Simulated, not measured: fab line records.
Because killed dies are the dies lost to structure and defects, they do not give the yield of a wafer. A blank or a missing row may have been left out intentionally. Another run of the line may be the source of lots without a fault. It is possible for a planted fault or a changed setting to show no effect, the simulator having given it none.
Chamber matching | flow n5-finfet | 4 sister chambers for N5_BEOL_M0_SAQP_DESCUM_45 on rie-diel-03
The step chemistry O2, time 7 s. 18 wafers are shown with their chamber, then 9 later ones without.

== WAFERS PAIRED WITH THEIR CHAMBERS ==
wafer  | chamber | throttle-valve-pct (%) | showerhead-plenum-p-Torr (Torr) | drypump-motor-current-A (A)
L074.2 | 3       | 20.59                  | 2.09                            | 5.4
L074.3 | 2       | 20.11                  | 2.17                            | 5.7
L074.4 | 3       | 20.59                  | 2.09                            | 5.4
L075.4 | 1       | 20.21                  | 2.12                            | 5.1
L075.5 | 2       | 20.12                  | 2.17                            | 5.8
L075.6 | 3       | 20.60                  | 2.09                            | 5.4
L078.1 | 1       | 20.20                  | 2.12                            | 5.1
L078.3 | 3       | 20.61                  | 2.08                            | 5.4
L078.4 | 2       | 20.15                  | 2.16                            | 5.8
L081.3 | 0       | 20.14                  | 2.06                            | 6.3
L081.5 | 2       | 20.15                  | 2.16                            | 5.7
L081.6 | 3       | 20.61                  | 2.08                            | 5.4
L083.2 | 3       | 20.62                  | 2.08                            | 5.5
L083.3 | 0       | 20.14                  | 2.06                            | 6.2
L083.6 | 2       | 20.14                  | 2.16                            | 5.7
L085.1 | 1       | 20.21                  | 2.12                            | 5.1
L085.2 | 2       | 20.14                  | 2.16                            | 5.8
L085.3 | 0       | 20.15                  | 2.06                            | 6.2

SIGNATURES (averages over the wafers above)
reading                  | chamber 0 | chamber 1 | chamber 2 | chamber 3 | scatter within a chamber
throttle-valve-pct       | 20.1433   | 20.2067   | 20.1350   | 20.6033   | 0.0126
showerhead-plenum-p-Torr | 2.0600    | 2.1200    | 2.1633    | 2.0850    | 0.0045
drypump-motor-current-A  | 6.233     | 5.100     | 5.750     | 5.417     | 0.0463
Rule: for a wafer and a chamber, the distance is found by dividing, reading by reading, the gap between the wafer's reading and the chamber's mean by the reading's scatter, squaring, summing and taking the root. The wafer belongs to the nearest chamber; if the next one is less than 2 further off, it can't be placed. The scatter: the root of (the sum of the squares of (reading less its chamber's mean) over the shown wafers, divided by (wafers less chambers)).

== WAFERS WITHOUT THEIR CHAMBER ==
wafer  | throttle-valve-pct (%) | showerhead-plenum-p-Torr (Torr) | drypump-motor-current-A (A)
L086.4 | 20.22                  | 2.11                            | 5.1
L086.5 | 20.15                  | 2.06                            | 6.2
L086.6 | 20.63                  | 2.08                            | 5.4
L087.2 | 20.23                  | 2.11                            | 5.1
L087.4 | 20.15                  | 2.06                            | 6.2
L087.5 | 20.22                  | 2.11                            | 5.1
L089.3 | 20.17                  | 2.05                            | 6.2
L089.4 | 20.15                  | 2.16                            | 5.8
L089.5 | 20.15                  | 2.05                            | 6.2

== THE CHAMBER EACH PASSED THROUGH ==
wafer  | from the rows above | in truth
L086.4 | 1                   | 1
L086.5 | 0                   | 0
L086.6 | 3                   | 3
L087.2 | 1                   | 1
L087.4 | 0                   | 0
L087.5 | 1                   | 1
L089.3 | 0                   | 0
L089.4 | 2                   | 2
L089.5 | 0                   | 0
Correctly placed: 9 of 9. Number that these rows cannot place: 0. Placed wrongly: 0.
